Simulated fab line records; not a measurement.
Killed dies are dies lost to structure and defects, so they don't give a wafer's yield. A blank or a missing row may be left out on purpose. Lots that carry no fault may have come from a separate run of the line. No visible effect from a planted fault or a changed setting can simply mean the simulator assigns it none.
Split-lot experiment -- flow n5_finfet -- 39 wafers read from 7 lots, route of 1938 steps

SPLIT DETAILS
At N5_BEOL_M0_SAQP_PECVD_96 (deposits a-Si from SiH4/He, target thk 45 nm, time 45.2 s), the setting time_s was moved away from the recipe's 45.2 s on 12 of the 39 wafers read, by -53.0% to +31.7%. For the rest of the wafers, this setting stayed at what the recipe calls for.

FROM THE SPLIT TO THE READING: what the file shows between them, 4 steps
- N5_BEOL_M0_SAQP_PECVD_97: deposits SiNx from SiH4/NH3/N2, target thk 23 nm, time 19.9 s
- N5_BEOL_M0_SAQP_PECVD_04: deposits a-Si from SiH4/He, target thk 60 nm, time 60.2 s
- N5_BEOL_M0_SAQP_ETCH_101: etches SiNx in CH3F/O2, target depth 29.9 nm, time 42.7 s
- N5_BEOL_M0_SAQP_ETCH_102: etches SiO2 in CF4, target depth 4 nm, time 4.4 s

THE READING
oes_product_au, in a.u., at N5_BEOL_M0_SAQP_MANDREL_ETCH_103 (etches a-Si in HBr/Cl2, stops on SiCN, target depth 45 nm, bt time 10 s, time 27 s). On this fab line, fault-free wafers typically give 0.678 a.u. with a standard deviation of 0.011 a.u.

wafer,"tool, chamber at the split","time_s as run, s",against the recipe,"oes_product_au, a.u.",against lot-mates on the recipe
L075.1,"pecvd-01, 0,1",55.83,+23.5%,0.779,+0.109
L075.2,"pecvd-01, 2",45.2,recipe,0.667,-
L075.3,"pecvd-01, 0,1",55.83,+23.5%,0.752,+0.082
L075.4,"pecvd-01, 2",45.2,recipe,0.670,-
L075.5,"pecvd-01, 1",45.2,recipe,0.674,-
L075.6,"pecvd-01, 0",55.83,+23.5%,0.786,+0.116
L078.1,"pecvd-03, 0",45.2,recipe,0.658,-
L078.2,"pecvd-03, 1",21.24,-53.0%,0.465,-0.211
L078.3,"pecvd-03, 2",21.24,-53.0%,0.484,-0.192
L078.4,"pecvd-03, 1",45.2,recipe,0.676,-
L078.5,"pecvd-03, 2",21.24,-53.0%,0.456,-0.220
L078.6,"pecvd-03, 0",45.2,recipe,0.693,-
L082.1,"pecvd-02, 0,2",45.2,recipe,0.681,-
L082.2,"pecvd-02, 0,2",45.2,recipe,0.671,-
L082.3,"pecvd-02, 1",45.2,recipe,0.691,-
L082.4,"pecvd-02, 2",45.2,recipe,0.711,-
L082.5,"pecvd-02, 1",45.2,recipe,0.680,-
L082.6,"pecvd-02, 0",45.2,recipe,0.677,-
L086.1,"pecvd-01, 0",45.2,recipe,0.689,-
L086.2,"pecvd-01, 2,1",22.98,-49.2%,0.487,-0.197
L086.3,"pecvd-01, 1,0",45.2,recipe,0.687,-
L086.4,"pecvd-01, 2,1",22.98,-49.2%,0.486,-0.198
L086.5,"pecvd-01, 1,0",45.2,recipe,0.675,-
L086.6,"pecvd-01, 2",22.98,-49.2%,0.500,-0.184
L087.2,"pecvd-01, 2,1",45.2,recipe,0.670,-
L087.3,"pecvd-01, 1",45.2,recipe,0.669,-
L087.4,"pecvd-01, 2,1",45.2,recipe,0.694,-
L090.1,"pecvd-03, 1,2",59.54,+31.7%,0.820,+0.139
L090.2,"pecvd-03, 0",59.54,+31.7%,0.802,+0.121
L090.3,"pecvd-03, 1,2",59.54,+31.7%,0.775,+0.094
L090.4,"pecvd-03, 0",45.2,recipe,0.677,-
L090.5,"pecvd-03, 1",45.2,recipe,0.687,-
L090.6,"pecvd-03, 2",45.2,recipe,0.678,-
L096.1,"pecvd-03, 2,1",45.2,recipe,0.677,-
L096.2,"pecvd-03, 0",45.2,recipe,0.655,-
L096.3,"pecvd-03, 2,1",45.2,recipe,0.682,-
L096.4,"pecvd-03, 0",45.2,recipe,0.697,-
L096.5,"pecvd-03, 1",45.2,recipe,0.674,-
L096.6,"pecvd-03, 2",45.2,recipe,0.696,-
Rows listing several chambers each stand for several wafers; the file does not say which wafer went through which chamber.

FIT RESULTS
A straight line over all 39 wafers: oes_product_au changes by +0.00389 a.u. for each +1% of time_s; r = +0.99; the points scatter about the line by 0.013 a.u.
The same after taking each lot's own level away (the mean of its wafers on the recipe; 39 wafers): +0.00392 a.u. for each +1%; r = +0.99; scatter 0.013 a.u.
That fit puts the effect of the largest move of time_s on the reading at 0.21 a.u.
Across the lots, their own levels run from 0.6703 to 0.6852 a.u., a range of 1.3 times the standard deviation given above.
The two slopes agree, so the slope changes little with the lot-to-lot level.
Check: with one of the wafers moved furthest among these (-53.0%) left out of the fit, the line predicts -0.207 a.u. for it against its lot-mates. It came out at -0.211 a.u. against them.

FURTHER SPLITS ON THESE WAFERS
Before the reading, these wafers also passed through other splits. Each is held against what the fit with the lots' levels taken away leaves over:
other split on the same wafers,wafers away from the commonest value,r with oes_product_au (lot level and that fit taken away)
N5_FIN_SAQP_ETCH_65 time_s,12,-0.18

THE WHOLE CHAIN: every reading that the file lists as answering this split, in the file's order
step,what it does,reading,change (the file's fit),r (the file's)
N5_BEOL_M0_SAQP_PECVD_96,"deposits a-Si from SiH4/He, target thk 45 nm, time 45.2 s","a-Si_of_BEOL_M0_SAQP_PECVD_96.thk_nm (the simulator's own value, which no gauge read)",+0.447 nm for each +1% of the setting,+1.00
N5_BEOL_M0_SAQP_MANDREL_ETCH_103,"etches a-Si in HBr/Cl2, stops on SiCN, target depth 45 nm, bt time 10 s, time 27 s",oes_product_au,+0.00392 a.u. for each +1% of the setting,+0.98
N5_BEOL_M0_SAQP_MANDREL_ETCH_103,"etches a-Si in HBr/Cl2, stops on SiCN, target depth 45 nm, bt time 10 s, time 27 s","etch.depth_nm (the simulator's own value, which no gauge read)",+0.447 nm for each +1% of the setting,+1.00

FILE'S OWN FIT
oes_product_au changes by +0.00392 a.u. for each +1% of time_s, r = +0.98.
